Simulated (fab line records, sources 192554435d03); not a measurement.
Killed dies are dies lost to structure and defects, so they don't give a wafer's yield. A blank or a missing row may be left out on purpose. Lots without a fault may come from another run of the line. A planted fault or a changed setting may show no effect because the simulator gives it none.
Which tool did it? | flow n5_finfet | 11 lots, 33 wafers sampled, at 4 steps of a route of 1938

WHAT THE GAUGES READ, wafer by wafer
N5_MIM_TOP_LITHO_INSPECT_12: inspects for defects (macro). Usual: raw_defect_count 2.0, standard deviation 1.5.
lot  | measured     | on                | raw_defect_count | flag
L323 | day 14 15:51 | defect_inspect-02 | 0 4 6            |
L326 | day 15 00:56 | defect_inspect-02 | 0 2 4            |
L329 | day 15 12:40 | defect_inspect-02 | 1 2 5            |
L332 | day 16 14:12 | defect_inspect-02 | 3 >300 3         |
L335 | day 17 02:26 | defect_inspect-01 | 0 >300 4         |
L337 | day 18 18:51 | defect_inspect-02 | 1 2 2            |
L338 | day 18 19:02 | defect_inspect-01 | 1 3 1            |
L343 | day 19 18:41 | defect_inspect-01 | 2 3 3            |
L342 | day 19 19:06 | defect_inspect-01 | 4 3 5            |
L344 | day 20 02:24 | defect_inspect-01 | 2 4 1            |
L341 | day 20 13:45 | defect_inspect-02 | 0 1 0            |

WHICH TOOL RAN EACH LOT (tool, then ch and the chambers of the sampled wafers, then the start)
lot  | N5_BEOL_M15_DEP_53              | N5_MIM_TOP_ALD_02                | N5_MIM_TOP_SPUTTER_03
L323 | pecvd-04 ch 1,2, day 14 12:57   | ald_hk-02 ch 0,1,3, day 14 15:00 | pvd_sputter-02, day 14 15:13
L326 | pecvd-04 ch 0,1,2, day 14 19:31 | ald_hk-02 ch 0,1, day 14 23:00   | pvd_sputter-02, day 15 00:19
L329 | pecvd-02 ch 1,2, day 15 08:55   | ald_hk-01 ch 0,1,2, day 15 11:00 | pvd_sputter-01, day 15 12:05
L332 | pecvd-03 ch 0,1,2, day 16 10:18 | ald_hk-02 ch 0,2,3, day 16 13:00 | pvd_sputter-01, day 16 13:38
L335 | pecvd-03 ch 0,2, day 16 21:25   | ald_hk-02 ch 1,2, day 16 23:00   | pvd_sputter-03, day 17 01:52
L337 | pecvd-03 ch 1,2, day 18 12:58   | ald_hk-03 ch 0,2,3, day 18 15:00 | pvd_sputter-03, day 18 18:17
L338 | pecvd-03 ch 0,1,2, day 18 13:35 | ald_hk-01 ch 1,2,3, day 18 15:00 | pvd_sputter-03, day 18 18:25
L343 | pecvd-02 ch 1,2, day 19 12:46   | ald_hk-03 ch 0,1,3, day 19 16:00 | pvd_sputter-03, day 19 18:07
L342 | pecvd-02 ch 1,2, day 19 13:08   | ald_hk-02 ch 0,2,3, day 19 16:00 | pvd_sputter-01, day 19 18:40
L344 | pecvd-02 ch 0,1,2, day 19 22:22 | ald_hk-01 ch 1,2, day 20 00:00   | pvd_sputter-01, day 20 01:49
L341 | pecvd-02 ch 1,2, day 20 09:12   | ald_hk-01 ch 0,2, day 20 11:00   | pvd_sputter-01, day 20 13:11
- N5_BEOL_M15_DEP_53: deposits SiCN from 3MS/NH3, target thk 50 nm, time 17.8 s.
- N5_MIM_TOP_ALD_02: deposits Al2O3, purge time 3 s, co reactant pulse time 3 s.
- N5_MIM_TOP_SPUTTER_03: material TiN, target thk 35 nm, time 89.7 s.

WHAT THE TOOLS THEMSELVES READ (means of the sampled wafers that have a number; where no wafer has one, the mark that the record gives instead)
N5_BEOL_M15_DEP_53. Usual: showerhead_plenum_p_Torr 4.16 Torr, standard deviation 0.032; throttle_valve_pct 17.9 %, standard deviation 0.93.
lot  | tool     | showerhead_plenum_p_Torr (Torr) | throttle_valve_pct (%) | flag
L323 | pecvd-04 | 4.18                            | 19.1                   |
L326 | pecvd-04 | 4.20                            | 18.6                   |
L329 | pecvd-02 | 4.14                            | 17.2                   |
L332 | pecvd-03 | 4.14                            | 17.9                   |
L335 | pecvd-03 | 4.14                            | 17.2                   |
L337 | pecvd-03 | 4.13                            | 17.8                   |
L338 | pecvd-03 | 4.14                            | 17.9                   |
L343 | pecvd-02 | 4.15                            | 17.4                   |
L342 | pecvd-02 | 4.15                            | 17.6                   |
L344 | pecvd-02 | 4.18                            | 17.6                   |
L341 | pecvd-02 | 4.16                            | 17.6                   |

N5_MIM_TOP_ALD_02. Usual: precursor_pulse_height_rel 1.000, standard deviation 0.019.
lot  | tool      | precursor_pulse_height_rel | flag
L323 | ald_hk-02 | 0.999                      |
L326 | ald_hk-02 | 0.996                      |
L329 | ald_hk-01 | 0.989                      |
L332 | ald_hk-02 | 1.003                      |
L335 | ald_hk-02 | 1.005                      |
L337 | ald_hk-03 | 0.992                      |
L338 | ald_hk-01 | 1.002                      |
L343 | ald_hk-03 | 0.979                      |
L342 | ald_hk-02 | 0.976                      |
L344 | ald_hk-01 | 0.997                      |
L341 | ald_hk-01 | 1.009                      |

N5_MIM_TOP_SPUTTER_03. Usual: susceptor_temp_C 199.98 C, standard deviation 0.15; throttle_valve_pct 29.6 %, standard deviation 1.1.
lot  | tool           | susceptor_temp_C (C) | throttle_valve_pct (%) | flag
L323 | pvd_sputter-02 | 199.94               | 29.5                   |
L326 | pvd_sputter-02 | 199.74               | 30.6                   |
L329 | pvd_sputter-01 | 199.80               | 29.1                   |
L332 | pvd_sputter-01 | 200.00               | 30.0                   |
L335 | pvd_sputter-03 | 200.00               | 29.9                   |
L337 | pvd_sputter-03 | 199.92               | 29.8                   |
L338 | pvd_sputter-03 | 199.91               | 29.5                   |
L343 | pvd_sputter-03 | 200.06               | 29.2                   |
L342 | pvd_sputter-01 | 200.00               | 29.1                   |
L344 | pvd_sputter-01 | 200.06               | 30.1                   |
L341 | pvd_sputter-01 | 200.13               | 29.5                   |

THE ANSWER, worked out from the rows above alone
Rule: a lot is off if the mean of its wafers that have a number lies more than 3 standard deviations from the usual mean. A lot without any number at a reading at which 4 lots or more have one is off too. The other lots that the step has rows for count as sound. The gauges are gone through in route order, then the tools' own readings, and for those a lot's mean is taken as printed above. The first step at which some lot is off is used, and at that step the reading that is off furthest; a lot without a number counts as furthest.
No lot is off at any reading shown: from this, nothing can be told.

WHAT THE SIMULATOR HAD PUT IN
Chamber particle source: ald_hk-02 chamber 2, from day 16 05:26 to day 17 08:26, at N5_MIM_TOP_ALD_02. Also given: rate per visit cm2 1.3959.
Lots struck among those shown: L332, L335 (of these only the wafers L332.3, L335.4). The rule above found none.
